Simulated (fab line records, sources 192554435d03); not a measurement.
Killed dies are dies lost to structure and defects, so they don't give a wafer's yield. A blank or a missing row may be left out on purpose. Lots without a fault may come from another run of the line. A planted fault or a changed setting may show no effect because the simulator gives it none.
Split-lot experiment | flow n5_finfet | 7 lots, 39 wafers read, on a route of 1938 steps

THE SPLIT
At N5_BEOL_M2_TRENCH_ETCH_37 (etches SiOC in C4F6/O2, target depth 55.555 nm, time 29.2 s), the setting target_depth_a was moved away from the recipe's 555.55 angstrom on 6 of the 39 wafers read, by -30.1% to +43.2%. The other wafers ran this setting at the recipe's value.

FROM THE SPLIT TO THE READING: what the file shows between them, 8 steps
- N5_BEOL_M2_ETCH_41: etches SiCN in CH3F/O2, target depth 29.9 nm, time 52.5 s
- N5_BEOL_M2_STRIP_97: strips in N2/H2, time 10 s
- N5_BEOL_M2_OCD_MEAS_38
- N5_BEOL_M2_HM_STRIP_39: strips TiN in peroxide tin strip, target depth 25 nm, time 158 s
- N5_BEOL_M2_SRD_40: time 30 s
- N5_BEOL_M2_ECD_50: material Cu, target thk 300 nm
- N5_BEOL_M2_ANNEAL_51: time 90 s
- N5_BEOL_M2_CMP_52: polishes, stops on SiOC, t overpolish 6.8 s, target thk 40 nm

THE READING
M2_THK, in nm, at N5_BEOL_M2_THK_MEAS_53 (measures by xrf). Fault-free wafers of this fab line usually give 40.8 nm, standard deviation 1.8 nm.

wafer  | tool, chamber at the split | target_depth_a as run, angstrom | against the recipe | M2_THK, nm | against lot-mates on the recipe
L075.1 | rie_diel-01, 3             | 555.55                          | recipe             | 36.9       | -
L075.2 | rie_diel-01, 0             | 795.6                           | +43.2%             | 65.4       | +25.9
L075.3 | rie_diel-01, 1             | 795.6                           | +43.2%             | 66.9       | +27.4
L075.4 | rie_diel-01, 0             | 555.55                          | recipe             | 43.1       | -
L075.5 | rie_diel-01, 1             | 795.6                           | +43.2%             | 66.0       | +26.5
L075.6 | rie_diel-01, 3             | 555.55                          | recipe             | 38.6       | -
L078.1 | rie_diel-03, 2             | 555.55                          | recipe             | 41.9       | -
L078.2 | rie_diel-03, 0             | 555.55                          | recipe             | 41.3       | -
L078.3 | rie_diel-03, 3             | 555.55                          | recipe             | 39.9       | -
L078.4 | rie_diel-03, 1             | 555.55                          | recipe             | 41.9       | -
L078.5 | rie_diel-03, 0             | 555.55                          | recipe             | 38.8       | -
L078.6 | rie_diel-03, 3             | 555.55                          | recipe             | 39.8       | -
L079.1 | rie_diel-03, 1             | 555.55                          | recipe             | 41.2       | -
L079.2 | rie_diel-03, 0             | 555.55                          | recipe             | 41.6       | -
L079.3 | rie_diel-03, 3             | 555.55                          | recipe             | 40.4       | -
L079.4 | rie_diel-03, 2             | 555.55                          | recipe             | 45.4       | -
L079.5 | rie_diel-03, 1             | 555.55                          | recipe             | 43.2       | -
L079.6 | rie_diel-03, 0             | 555.55                          | recipe             | 42.3       | -
L087.1 | rie_diel-01, 2             | 555.55                          | recipe             | 39.6       | -
L087.2 | rie_diel-01, 3             | 555.55                          | recipe             | 41.0       | -
L087.3 | rie_diel-01, 1             | 555.55                          | recipe             | 38.6       | -
L087.4 | rie_diel-01, 0             | 555.55                          | recipe             | 39.3       | -
L087.5 | rie_diel-01, 1             | 555.55                          | recipe             | 40.4       | -
L087.6 | rie_diel-01, 0             | 555.55                          | recipe             | 39.2       | -
L088.2 | rie_diel-01, 0             | 555.55                          | recipe             | 42.7       | -
L088.3 | rie_diel-01, 1             | 555.55                          | recipe             | 42.9       | -
L088.4 | rie_diel-01, 2             | 555.55                          | recipe             | 40.6       | -
L092.1 | rie_diel-01, 2             | 555.55                          | recipe             | 42.6       | -
L092.2 | rie_diel-01, 3             | 555.55                          | recipe             | 40.0       | -
L092.3 | rie_diel-01, 0             | 555.55                          | recipe             | 41.1       | -
L092.4 | rie_diel-01, 1             | 555.55                          | recipe             | 41.2       | -
L092.5 | rie_diel-01, 2             | 555.55                          | recipe             | 40.3       | -
L092.6 | rie_diel-01, 1             | 555.55                          | recipe             | 41.8       | -
L093.1 | rie_diel-01, 2             | 555.55                          | recipe             | 39.2       | -
L093.2 | rie_diel-01, 1             | 388.3                           | -30.1%             | 26.7       | -14.5
L093.3 | rie_diel-01, 0             | 555.55                          | recipe             | 41.2       | -
L093.4 | rie_diel-01, 3             | 388.3                           | -30.1%             | 21.8       | -19.4
L093.5 | rie_diel-01, 2             | 388.3                           | -30.1%             | 21.7       | -19.5
L093.6 | rie_diel-01, 1             | 555.55                          | recipe             | 43.1       | -

THE FIT
A straight line over all 39 wafers: M2_THK changes by +0.582 nm for each +1% of target_depth_a; r = +0.98; the points scatter about the line by 1.8 nm.
The same after taking each lot's own level away (the mean of its wafers on the recipe; 39 wafers): +0.606 nm for each +1%; r = +0.99; scatter 1.5 nm.
On that fit, the largest move of target_depth_a shifts the reading by 26 nm.
The lots' own levels span 39.53 to 42.35 nm, that is 1.6 times the standard deviation above.
So the lot-to-lot level changes the slope little: the two slopes agree.
Check: with one of the wafers moved furthest among these (+43.2%) left out of the fit, the line predicts +26.4 nm for it against its lot-mates. It came out at +25.9 nm against them.

OTHER SPLITS ON THESE WAFERS
These wafers also went through other splits before the reading. Each is held against what the fit with the lots' levels taken away leaves over:
other split on the same wafers    | wafers away from the commonest value | r with M2_THK (lot level and that fit taken away)
N5_BEOL_M1_HM_DEP_02 target_thk_a | 9                                    | -0.31

THE WHOLE CHAIN: every reading that the file lists as answering this split, in the file's order
step                      | what it does                                                  | reading                                                                          | change (the file's fit)                | r (the file's)
N5_BEOL_M2_TRENCH_ETCH_37 | etches SiOC in C4F6/O2, target depth 55.555 nm, time 29.2 s   | BEOL_M2.feature_depth_nm (the simulator's own value, which no gauge read)        | +0.577 nm for each +1% of the setting  | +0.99
N5_BEOL_M2_TRENCH_ETCH_37 | etches SiOC in C4F6/O2, target depth 55.555 nm, time 29.2 s   | etch.depth_nm (the simulator's own value, which no gauge read)                   | +0.577 nm for each +1% of the setting  | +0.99
N5_BEOL_M2_TRENCH_ETCH_37 | etches SiOC in C4F6/O2, target depth 55.555 nm, time 29.2 s   | TiN_of_BEOL_M2_HM_DEP_02.thk_nm (the simulator's own value, which no gauge read) | -0.0246 nm for each +1% of the setting | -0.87
N5_BEOL_M2_OCD_MEAS_38    |                                                               | trench_depth_nm                                                                  | +0.578 nm for each +1% of the setting  | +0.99
N5_BEOL_M2_CMP_52         | polishes, stops on SiOC, t overpolish 6.8 s, target thk 40 nm | Cu_of_BEOL_M2_ECD_50.thk_nm (the simulator's own value, which no gauge read)     | +0.597 nm for each +1% of the setting  | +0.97
N5_BEOL_M2_THK_MEAS_53    | measures by xrf                                               | M2_THK                                                                           | +0.607 for each +1% of the setting     | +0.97

THE FILE'S OWN FIT
M2_THK changes by +0.607 nm for each +1% of target_depth_a, r = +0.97.
